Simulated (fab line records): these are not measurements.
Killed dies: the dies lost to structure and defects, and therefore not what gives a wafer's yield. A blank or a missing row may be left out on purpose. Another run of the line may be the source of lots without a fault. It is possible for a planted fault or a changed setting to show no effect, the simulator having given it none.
Which tool was responsible? ; flow nandHarc ; Sampling: 13 lots, 39 wafers, 5 of 1159 route steps

## WHAT EACH GAUGE READ, for each wafer
NHARC_END_SORT_01. Usual: killedAtArray 28, standard deviation 10; killedAtOther 0.5, standard deviation 0.82; killedAtPeriphery 3.4, standard deviation 2.2; killedDies 31, standard deviation 10; killedOpen 3.4, standard deviation 1.9; killedShort 1.9, standard deviation 1.3.
lot;measured;on;killedAtArray;killedAtOther;killedAtPeriphery;killedDies;killedOpen;killedShort;flag
L924;day 20 16:45;prober-01;15 23 14;0 0 1;4 3 4;19 26 19;2 3 2;3 1 3;
L923;day 20 11:52;prober-02;17 21 23;1 0 0;8 9 9;26 30 32;2 3 5;0 0 1;
L927;day 21 21:05;prober-02;60 18 11;0 0 0;4 0 2;64 18 13;4 5 3;2 1 3;
L934;day 22 11:24;prober-01;17 31 24;0 0 1;4 5 4;21 36 29;3 0 4;1 2 2;
L936;day 22 21:35;prober-01;18 16 16;0 0 0;4 1 4;22 17 20;6 3 7;1 3 1;
L937;day 23 11:35;prober-02;38 33 29;0 0 1;3 2 2;41 35 32;9 4 2;2 2 4;
L938;day 23 19:26;prober-02;34 37 37;0 0 0;2 8 2;36 45 39;7 5 4;1 3 5;
L935;day 24 01:24;prober-01;35 41 39;3 1 3;1 2 1;39 44 43;3 6 1;1 0 2;
L939;day 23 17:34;prober-01;48 44 48;0 0 0;4 2 1;52 46 49;3 2 1;2 1 4;
L940;day 24 09:18;prober-01;16 13 14;0 0 0;2 1 2;18 14 16;2 1 1;3 4 1;
L943;day 24 10:56;prober-02;31 34 22;0 3 0;3 1 6;34 38 28;4 3 6;0 5 4;
L942;day 24 22:44;prober-02;50 33 57;1 3 2;2 3 2;53 39 61;3 2 5;2 3 1;
L944;day 25 00:58;prober-01;28 46 39;2 0 2;5 1 3;35 47 44;6 2 5;3 3 1;

## WHICH TOOL RAN EACH LOT (tool, then ch and the chambers of the sampled wafers, then the start)
lot;NHARC_A_CONTACT_DEP_85;NHARC_A_M1_PRE_CLEAN_30;NHARC_HYBRID_BOND_ACTIVATE_00;NHARC_THIN_TSV_CMP_01
L924;pecvd-02 ch 0,1,2, day 17 16:30;pvdSputter-02, day 19 02:52 or earlier;rieDiel-02 ch 0,1,3, day 19 02:52;cmp-04 ch 1,2,3, day 19 16:20
L923;pecvd-04 ch 1,2, day 17 17:10;pvdSputter-03, day 19 07:41 or earlier;rieDiel-02 ch 0,2,3, day 19 07:41;cmp-01 ch 0,2,3, day 19 15:13
L927;pecvd-04 ch 1,2, day 19 10:22;pvdSputter-01, day 20 14:38 or earlier;rieDiel-08 ch 2,3, day 20 14:38;cmp-02 ch 0,2,3, day 21 03:28
L934;pecvd-02 ch 0,2, day 20 05:38;pvdSputter-03, day 21 03:58 or earlier;rieDiel-10 ch 1,3, day 21 03:58;cmp-02 ch 0,1,2, day 21 15:13
L936;pecvd-02 ch 0,1,2, day 20 05:50;pvdSputter-03, day 21 06:25 or earlier;rieDiel-10 ch 0,1,3, day 21 06:25;cmp-04 ch 0,1,3, day 21 16:26
L937;pecvd-01 ch 0,1, day 20 15:28;pvdSputter-03, day 22 03:13 or earlier;rieDiel-08 ch 1,2, day 22 03:13;cmp-01 ch 1,3, day 22 19:09
L938;pecvd-02 ch 0,1,2, day 20 19:29;pvdSputter-03, day 22 08:19 or earlier;rieDiel-08 ch 0,1,2, day 22 08:19;cmp-04 ch 0,1,3, day 22 20:22
L935;pecvd-01 ch 0,1,2, day 20 21:08;pvdSputter-02, day 22 13:49 or earlier;rieDiel-10 ch 1,3, day 22 13:49;cmp-01 ch 0,3, day 23 03:34
L939;pecvd-02 ch 1,2, day 21 10:26;pvdSputter-02, day 22 14:56 or earlier;rieDiel-08 ch 0,1,3, day 22 14:56;cmp-04 ch 0,2, day 23 02:23
L940;pecvd-02 ch 0,1,2, day 21 17:41;pvdSputter-02, day 22 19:14 or earlier;rieDiel-10 ch 0,2,3, day 22 19:14;cmp-02 ch 0,1,3, day 23 10:28
L943;pecvd-02 ch 1,2, day 22 03:49;pvdSputter-02, day 23 05:02 or earlier;rieDiel-08 ch 1,2, day 23 05:02;cmp-01 ch 1,3, day 23 16:16
L942;pecvd-04 ch 1,2, day 22 14:09;pvdSputter-01, day 23 18:17 or earlier;rieDiel-08 ch 0,2, day 23 18:17;cmp-02 ch 0,3, day 24 05:21
L944;pecvd-01 ch 1,2, day 22 18:40;pvdSputter-01, day 23 19:04 or earlier;rieDiel-08 ch 1,2,3, day 23 19:04;cmp-02 ch 1,2,3, day 24 06:32
- NHARC_A_CONTACT_DEP_85: deposits SiON, target thk 50 nm.
- NHARC_A_M1_PRE_CLEAN_30: time 30 s.
- NHARC_HYBRID_BOND_ACTIVATE_00: chemistry N2, time 60 s.
- NHARC_THIN_TSV_CMP_01: polishes.

## WHAT THE TOOLS THEMSELVES READ (means of the sampled wafers that have a number; where no wafer has one, the mark that the record gives instead)
NHARC_A_CONTACT_DEP_85. Usual: heaterPowerW 702 W, standard deviation 72; showerheadVppV 1169 V, standard deviation 59.
lot;tool;heaterPowerW (W);showerheadVppV (V);flag
L924;pecvd-02;657;1173;
L923;pecvd-04;788;1138;
L927;pecvd-04;761;1128;
L934;pecvd-02;678;1220;
L936;pecvd-02;658;1180;
L937;pecvd-01;670;1136;
L938;pecvd-02;674;1167;
L935;pecvd-01;692;1140;
L939;pecvd-02;670;1128;
L940;pecvd-02;691;1178;
L943;pecvd-02;710;1137;
L942;pecvd-04;758;1135;
L944;pecvd-01;691;1199;

NHARC_A_M1_PRE_CLEAN_30. Usual: heaterPowerW 405 W, standard deviation 46.
lot;tool;heaterPowerW (W);flag
L924;pvdSputter-02;409;
L923;pvdSputter-03;444;
L927;pvdSputter-01;349;
L934;pvdSputter-03;403;
L936;pvdSputter-03;414;
L937;pvdSputter-03;400;
L938;pvdSputter-03;402;
L935;pvdSputter-02;442;
L939;pvdSputter-02;442;
L940;pvdSputter-02;406;
L943;pvdSputter-02;396;
L942;pvdSputter-01;359;
L944;pvdSputter-01;351;

NHARC_HYBRID_BOND_ACTIVATE_00. Usual: drypumpMotorCurrentA 5.9 A, standard deviation 0.43; oesProductAu 0.999 a.u., standard deviation 0.012; rfVppV 64.3 V, standard deviation 0.92; showerheadPlenumPTorr 1.81 Torr, standard deviation 0.064.
lot;tool;drypumpMotorCurrentA (A);oesProductAu (a.u.);rfVppV (V);showerheadPlenumPTorr (Torr);flag
L924;rieDiel-02;5.9;1.005;63.8;1.71;
L923;rieDiel-02;5.9;0.993;64.4;1.72;
L927;rieDiel-08;5.5;0.992;64.5;1.85;
L934;rieDiel-10;5.8;1.005;65.1;1.89;
L936;rieDiel-10;5.9;1.005;65.4;1.87;
L937;rieDiel-08;5.9;1.011;63.8;1.79;
L938;rieDiel-08;5.8;1.013;63.9;1.79;
L935;rieDiel-10;5.8;1.013;64.4;1.89;
L939;rieDiel-08;6.1;1.003;64.4;1.80;
L940;rieDiel-10;6.2;1.004;64.0;1.85;
L943;rieDiel-08;5.9;1.002;64.5;1.79;
L942;rieDiel-08;5.7;0.995;64.4;1.79;
L944;rieDiel-08;5.7;1.003;64.4;1.82;

NHARC_THIN_TSV_CMP_01. Usual: motorCurrentA 12.3 A, standard deviation 1.2.
lot;tool;motorCurrentA (A);flag
L924;cmp-04;13.6;
L923;cmp-01;12.5;
L927;cmp-02;12.3;
L934;cmp-02;11.7;
L936;cmp-04;12.6;
L937;cmp-01;11.8;
L938;cmp-04;12.9;
L935;cmp-01;12.2;
L939;cmp-04;12.1;
L940;cmp-02;12.1;
L943;cmp-01;11.6;
L942;cmp-02;12.7;
L944;cmp-02;11.4;

## THE ANSWER, worked out from the rows above alone
Rule: a lot is off if the mean of its wafers that have a number lies more than 3 standard deviations from the usual mean. A lot without any number at a reading at which 4 lots or more have one is off too. The other lots that the step has rows for count as sound. First the gauges in route order, then the tools' own readings, where a lot's mean is used as printed above. At the first step where some lot is off, the reading lying furthest off is the one used; lots without a number count as furthest.
Across all readings shown, no lot is off: no conclusion can be drawn from this.

## WHAT HAD BEEN PUT IN BY THE SIMULATOR
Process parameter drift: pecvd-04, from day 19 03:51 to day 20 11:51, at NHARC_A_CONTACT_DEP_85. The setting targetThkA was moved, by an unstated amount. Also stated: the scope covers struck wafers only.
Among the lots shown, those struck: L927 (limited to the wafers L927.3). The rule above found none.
